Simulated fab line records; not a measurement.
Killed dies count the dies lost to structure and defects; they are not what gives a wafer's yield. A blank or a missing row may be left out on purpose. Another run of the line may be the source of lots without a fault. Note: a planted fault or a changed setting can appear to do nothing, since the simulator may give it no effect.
Comparing a struck lot with a sound one ; flow n5 finfet ; 45 steps out of a route of 1938
Sound: wafers L251.1, L251.3, L251.6. Struck: wafers L267.1, L267.3. (L267.5 of the same lot was not struck and is left out.) The cause comes at the end.
For every step that has rows: the tool of each side, followed by ch and its chambers, followed by its first start. Under that, the readings that differ: sound wafers ; struck wafers ; difference of the means ; sigmas: that difference in standard deviations of wafers without a fault.
alike: same words and numbers on both sides, and readings whose means sit less than 2 such deviations apart. not compared: any withheld reading, any reading some wafer has no value for, any bound like >300 that may hide the same value, and any number with overlapping values for which the record gives no deviation.
Wherever a step has rows on one side only, a row that says differs or no value, or a row with sigmas, the two part there. When numbers do not overlap yet have no deviation, they are printed without sigmas and do not part them. A reading missing from all wafers of one side parts the sides only when that side holds two or more wafers.

first, 11 steps without rows for these wafers: N5_BEOL_M4_DESCUM_33 (chemistry O2, time 7 s); N5_BEOL_M4_ETCH_77 (etches underlayer in N2/H2, target depth 6.5 nm, time 5.2 s); N5_BEOL_M4_ETCH_69 (etches SiARC in CF4, target depth 15.6 nm, time 26 s); N5_BEOL_M4_ALD_98 (deposits SiO2, target thk 2.5 nm, pulse time 1 s, co reactant pulse time 1 s); N5_BEOL_M4_ETCHBACK_99 (etches SiO2 in CHF3, target depth 5 nm, time 10.4 s); N5_BEOL_M4_ETCH_70 (etches SOC in N2/H2, target depth 80 nm, overetch 24 nm, time 130 s); N5_BEOL_M4_STRIP_71 (strips in N2/H2); N5_BEOL_M4_STRIP_78 (strips in N2/H2); N5_BEOL_M4_VIA_ETCH_34 (etches the open film in C4F6/O2, target depth 69.4 nm, time 65.9 s); N5_BEOL_M4_STRIP_83 (strips in C4F6/O2); N5_BEOL_M4_STRIP_36 (strips in N2/H2).
N5_BEOL_M4_TRENCH_ETCH_37: etches SiOC in C4F6/O2, target depth 55.555 nm, time 29.2 s.
  sound on rie diel-04 ch 0,2,3, day 9 08:09; struck on rie diel-04 ch 2,3, day 13 09:51
reading;sound;struck;difference;sigmas
oes product au (a.u.);0.69 0.74 0.85;0.96 1.12;+0.28;+3
model.etch.depth nm (nm);55.23 55.05 56.5;73.81 74.84;+18.73;
model.BEOL_M4.feature depth nm (nm);55.2 55 56.4;73.8 74.8;+18.8;
model.TiN_of_BEOL_M4_HM_DEP_02.thk nm (nm);17.6 18 17.6;16.6 16.6;-1.1;
  alike: drypump motor current A, mfc ar sccm, oes_ar_750_au, oes_o_777_au, rf vpp V, showerhead plenum p Torr, throttle valve pct
  not compared: rf hours counter h
then, 2 steps without rows for these wafers: N5_BEOL_M4_ETCH_41 (etches SiCN in CH3F/O2, target depth 29.9 nm, time 52.5 s); N5_BEOL_M4_STRIP_97 (strips in N2/H2, time 10 s).
N5_BEOL_M4_OCD_MEAS_38:
  sound on ocd-01 at day 9 08:18; struck on ocd-01 at day 13 10:00
reading;sound;struck;difference;sigmas
trench depth nm (nm);55.4 54.9 56.5;73.5 74.6;+18.4;+15
then, 25 steps without rows for these wafers: N5_BEOL_M4_HM_STRIP_39 (strips TiN in peroxide tin strip, target depth 25 nm, time 158 s); N5_BEOL_M4_SRD_40 (time 30 s); N5_BEOL_M4_PRECLEAN_42 (cleans in residue remover, time 60 s); N5_BEOL_M4_SRD_43 (time 30 s); N5_BEOL_M4_DEGAS_44 (time 60 s); N5_BEOL_M4_PRE_CLEAN_45 (time 30 s); N5_BEOL_M4_ALD_84 (deposits TaN, pulse time 2 s, purge time 3 s, co reactant purge time 2 s); N5_BEOL_M4_SURFACE_TREAT_85; N5_BEOL_M4_CVD_47 (deposits Co from CCTBA/H2, target thk 3 nm, time 223.8 s); N5_BEOL_M4_SPUTTER_48 (material Cu, target thk 4.5 nm, time 8.29 s); N5_BEOL_M4_ANNEAL_49 (time 240 s); N5_BEOL_M4_SPUTTER_79 (material Cu, target thk 4.5 nm, time 8.29 s); N5_BEOL_M4_ANNEAL_80 (time 240 s); N5_BEOL_M4_SPUTTER_81 (material Cu, target thk 4.5 nm, time 8.29 s); N5_BEOL_M4_ANNEAL_82 (time 240 s); N5_BEOL_M4_SPUTTER_86 (material Cu, target thk 4.5 nm, time 8.29 s); N5_BEOL_M4_ANNEAL_87 (time 240 s); N5_BEOL_M4_SPUTTER_88 (material Cu, target thk 4.5 nm, time 8.29 s); N5_BEOL_M4_ANNEAL_89 (time 240 s); N5_BEOL_M4_SPUTTER_90 (material Cu, target thk 4.5 nm, time 8.29 s); N5_BEOL_M4_ANNEAL_91 (time 240 s); N5_BEOL_M4_SPUTTER_92 (material Cu, target thk 4.5 nm, time 8.29 s); N5_BEOL_M4_ANNEAL_93 (time 240 s); N5_BEOL_M4_SPUTTER_94 (material Cu, target thk 4.5 nm, time 8.29 s); N5_BEOL_M4_ANNEAL_95 (time 240 s).
N5_BEOL_M4_CMP_52: polishes, stops on SiOC, t overpolish 6.8 s, target thk 40 nm.
  sound on cmp-04 ch 0,2,3, day 9 11:43; struck on cmp-04 ch 2,3, day 13 14:38
reading;sound;struck;difference;sigmas
barrier field endpoint s (s);25.3 25.4 25.6;24.0 23.5;-1.7;-2
model.Cu_of_BEOL_M4_ECD_50.thk nm (nm);39.8 39.2 42;59 60;+19;
  alike: motor current A, overpolish run s, platen rpm, retaining ring pressure frac, time to endpoint s
N5_BEOL_M4_THK_MEAS_53: measures by xrf.
  sound on film metro-02 at day 9 12:00; struck on film metro-02 at day 13 14:56
reading;sound;struck;difference;sigmas
M4_THK (nm);39.9 39.2 41.9;58.4 59.4;+18.6;+11
N5_BEOL_M4_RS_MEAS_58: measurement is done with a four-point probe.
  sound on film metro-02 at day 9 12:17; struck on film metro-01 at day 13 15:14
reading;sound;struck;difference;sigmas
M4_RS (ohm/sq);0.67 0.69 0.63;0.41 0.40;-0.26;-7
N5_BEOL_M4_RC_MEAS_101:
  sound on prober-01 ch 0, day 9 12:20; struck on prober-02 ch 0, day 13 15:17
reading;sound;struck;difference;sigmas
SERP_M4 (ohm/um);208 206 189;122 109;-86;-5
SERP_M4_max_site (ohm/um);229 211 205;126 115;-94;-5
  alike: DIBL_N, DIBL_P, IOFF_N, IOFF_P, ION_N, ION_P, SS_N, SS_P, VT_N, VT_P
-- the record jumps here: 5 days lie between the struck wafers' starts before and after (it left off in module BEOL_M4 and takes up again in module PASSIVATION, whose first step shown is number 1936 of the route) --
N5_PASSIVATION_PROBE_49:
  sound on prober-01 at day 13 15:19; struck on prober-01 at day 18 13:35
reading;sound;struck;difference;sigmas
killed at contacts;22 17 28;5 14;-13;-2
sort_bin_8_speed (%);0.08 0 0;0 0;+0;-2
  alike: defect limited yield, killed_at_M0_to_M3, killed_at_M4_up, killed at front end, killed at other, killed dies, killed open, killed short, sort_bin_5_function, sort_bin_6_memory, sort n pass, sort yield pct

## WHERE THEY PART
At N5_BEOL_M4_TRENCH_ETCH_37 first; at N5_PASSIVATION_PROBE_49 last (within this record only).

WHY: the cause the simulator had injected
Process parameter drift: rie diel-04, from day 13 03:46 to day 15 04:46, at N5_BEOL_M4_TRENCH_ETCH_37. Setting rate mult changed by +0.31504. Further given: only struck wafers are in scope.
